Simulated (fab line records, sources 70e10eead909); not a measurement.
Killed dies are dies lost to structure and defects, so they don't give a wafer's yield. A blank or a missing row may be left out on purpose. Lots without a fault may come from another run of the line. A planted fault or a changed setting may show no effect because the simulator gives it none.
Which tool did it? | flow nand_harc | 13 lots, 39 wafers sampled, at 6 steps of a route of 1302

WHAT THE GAUGES READ, wafer by wafer
NHARC_A_CHANNEL_FILL_D1_THK_MEAS_06: measures by ellipsometry.
lot  | measured     | on            | thk_nm (nm)
L167 | day 10 11:38 | film_metro-02 | 5.3 4.1 3.5
L166 | day 10 11:39 | film_metro-01 | 5.5 5.0 5.1
L172 | day 13 05:47 | film_metro-01 | 5.2 6.6 6.0
L176 | day 14 21:15 | film_metro-01 | 3.2 5.2 3.5
L178 | day 15 09:05 | film_metro-01 | 5.3 6.2 6.2
L177 | day 15 09:05 | film_metro-02 | 6.0 5.7 5.8
L180 | day 16 18:05 | film_metro-01 | 6.8 5.6 4.8
L179 | day 17 00:24 | film_metro-01 | 3.6 6.7 4.6
L182 | day 17 00:25 | film_metro-01 | 4.9 3.1 4.7
L185 | day 18 16:23 | film_metro-02 | 2.5 3.9 4.7
L186 | day 18 16:24 | film_metro-01 | 5.2 4.1 4.0
L187 | day 19 12:19 | film_metro-01 | 3.5 5.3 3.9
L188 | day 19 18:54 | film_metro-02 | 5.9 4.6 6.0

NHARC_A_DECK1_JOINT_THK_MEAS_14: measures by ellipsometry.
lot  | measured     | on            | thk_nm (nm)
L167 | day 11 12:44 | film_metro-02 | 49.4 51.8 50.9
L166 | day 11 12:44 | film_metro-01 | 50.0 53.5 51.4
L172 | day 14 04:13 | film_metro-02 | 47.3 49.9 51.1
L176 | day 15 21:35 | film_metro-01 | 52.0 52.3 52.7
L178 | day 16 07:59 | film_metro-02 | 48.3 48.0 50.5
L177 | day 16 07:59 | film_metro-01 | 50.1 51.1 50.2
L180 | day 17 16:48 | film_metro-02 | 51.6 52.0 52.0
L179 | day 17 23:22 | film_metro-02 | 51.0 51.6 53.3
L182 | day 17 23:22 | film_metro-01 | 52.9 51.2 52.2
L185 | day 19 15:25 | film_metro-02 | 50.3 51.9 51.4
L186 | day 19 15:25 | film_metro-01 | 50.6 53.3 53.2
L187 | day 20 10:44 | film_metro-01 | 52.3 51.1 49.8
L188 | day 20 17:37 | film_metro-02 | 50.4 49.6 51.8

NHARC_A_DECK1_JOINT_THK_MEAS_17: measures by ellipsometry.
lot  | measured     | on            | thk_nm (nm)
L167 | day 12 09:49 | film_metro-02 | 44.9 44.6 46.4
L166 | day 12 09:56 | film_metro-01 | 44.7 44.0 45.7
L172 | day 15 06:32 | film_metro-01 | 45.0 47.1 45.5
L176 | day 16 20:29 | film_metro-01 | 60.6 47.2 60.1
L178 | day 17 13:49 | film_metro-02 | 46.1 45.0 45.0
L177 | day 17 13:50 | film_metro-01 | 61.3 63.2 45.6
L180 | day 18 15:56 | film_metro-02 | 45.8 44.2 46.2
L179 | day 19 00:14 | film_metro-01 | 46.8 44.4 45.3
L182 | day 19 00:25 | film_metro-01 | 44.5 46.6 44.2
L185 | day 20 19:13 | film_metro-02 | 46.2 45.1 46.3
L186 | day 20 19:12 | film_metro-01 | 45.2 45.4 46.5
L187 | day 21 14:41 | film_metro-02 | 42.9 42.3 45.7
L188 | day 21 14:41 | film_metro-01 | 44.0 45.5 46.4

NHARC_A_ONON_D2_THK_MEAS_11: measures by ellipsometry.
lot  | measured     | on            | thk_nm (nm)
L167 | day 12 12:07 | film_metro-01 | 989 991 989
L166 | day 12 12:14 | film_metro-02 | 1000 1001 1001
L172 | day 15 08:50 | film_metro-01 | 993 993 993
L176 | day 16 22:47 | film_metro-01 | 997 997 996
L178 | day 17 16:07 | film_metro-01 | 989 986 987
L177 | day 17 16:10 | film_metro-02 | 990 991 991
L180 | day 18 18:16 | film_metro-02 | 993 990 992
L179 | day 19 02:32 | film_metro-01 | 998 999 1000
L182 | day 19 02:43 | film_metro-01 | 1008 1011 1009
L185 | day 20 21:32 | film_metro-01 | 987 985 986
L186 | day 20 21:31 | film_metro-01 | 1007 1008 1004
L187 | day 21 17:00 | film_metro-02 | 1006 1005 1005
L188 | day 21 17:07 | film_metro-02 | 1009 1009 1008

NHARC_END_SORT_01.
lot  | measured     | on        | killed_at_array | killed_at_other | killed_at_periphery | killed_dies | killed_open | killed_short
L180 | day 31 22:25 | prober-01 | 57 86           | 1 0             | 2 5                 | 60 91       | 4 7         | 1 3
L182 | day 30 17:47 | prober-01 | 29 40           | 0 0             | 4 6                 | 33 46       | 3 4         | 3 3
L186 | day 32 16:44 | prober-01 | 52 41 57        | 1 1 0           | 4 11 5              | 57 53 62    | 1 4 2       | 0 2 1

WHICH TOOL RAN EACH LOT (tool, then ch and the chambers of the sampled wafers, then the start)
lot  | NHARC_A_DECK1_JOINT_DEP_16
L167 | pecvd-01 ch 1,2, day 12 09:34
L166 | pecvd-03 ch 0,2, day 12 09:39
L172 | pecvd-02 ch 1,2, day 15 06:19
L176 | pecvd-01 ch 1,2, day 16 20:14
L178 | pecvd-02 ch 0,1, day 17 13:33
L177 | pecvd-01 ch 1,2, day 17 13:37
L180 | pecvd-02 ch 0,1,2, day 18 15:45
L179 | pecvd-03 ch 0,1,2, day 18 23:58
L182 | pecvd-03 ch 0,1,2, day 19 00:08
L185 | pecvd-01 ch 0,2, day 20 18:58
L186 | pecvd-03 ch 0,2, day 20 18:56
L187 | pecvd-02 ch 1,2, day 21 14:24
L188 | pecvd-03 ch 0,1, day 21 14:28
- NHARC_A_DECK1_JOINT_DEP_16: deposits SiO2, target thk 45 nm.

WHAT THE TOOLS THEMSELVES READ (means of the sampled wafers that have a number; where no wafer has one, the mark that the record gives instead)
NHARC_A_DECK1_JOINT_DEP_16.
lot  | tool     | heater_power_w (W) | throttle_valve_pct (%)
L167 | pecvd-01 | 531                | 15.7
L166 | pecvd-03 | 688                | 15.2
L172 | pecvd-02 | 603                | 15.7
L176 | pecvd-01 | 572                | 16.0
L178 | pecvd-02 | 624                | 17.0
L177 | pecvd-01 | 603                | 15.8
L180 | pecvd-02 | 605                | 15.6
L179 | pecvd-03 | 584                | 16.0
L182 | pecvd-03 | 680                | 16.1
L185 | pecvd-01 | 502                | 15.7
L186 | pecvd-03 | 628                | 15.9
L187 | pecvd-02 | 640                | 15.2
L188 | pecvd-03 | 638                | 16.2

THE ANSWER, worked out from the rows above alone
Rule: what is usual is taken from the lots themselves. Put in order of their means at a reading, lots are off if they are a third of the lots or fewer, leave a main group of 4 or more, and stand apart from it by a gap of 3 or more times the standard deviation of the main group's means; of several such gaps the widest counts. A main group whose means are all the same, to the digits that the tables above print for the reading, isn't used. A lot without any number at a reading at which 4 lots or more have one is off too. The other lots that the step has rows for count as sound. The gauges are gone through in route order, then the tools' own readings, and for those a lot's mean is taken as printed above. The first step at which some lot is off is used, and at that step the reading that is off furthest; a lot without a number counts as furthest.
Off: L176, L177, at NHARC_A_DECK1_JOINT_THK_MEAS_17 (thk_nm). The main group: mean 45.3 nm, standard deviation 0.6.
A tool fits if, at a process step before that reading, it ran every lot that is off, and no sound lot after the first of them. The gauges at NHARC_A_DECK1_JOINT_THK_MEAS_17 are tried like those tools. None of those tried fits.

WHAT THE SIMULATOR HAD PUT IN
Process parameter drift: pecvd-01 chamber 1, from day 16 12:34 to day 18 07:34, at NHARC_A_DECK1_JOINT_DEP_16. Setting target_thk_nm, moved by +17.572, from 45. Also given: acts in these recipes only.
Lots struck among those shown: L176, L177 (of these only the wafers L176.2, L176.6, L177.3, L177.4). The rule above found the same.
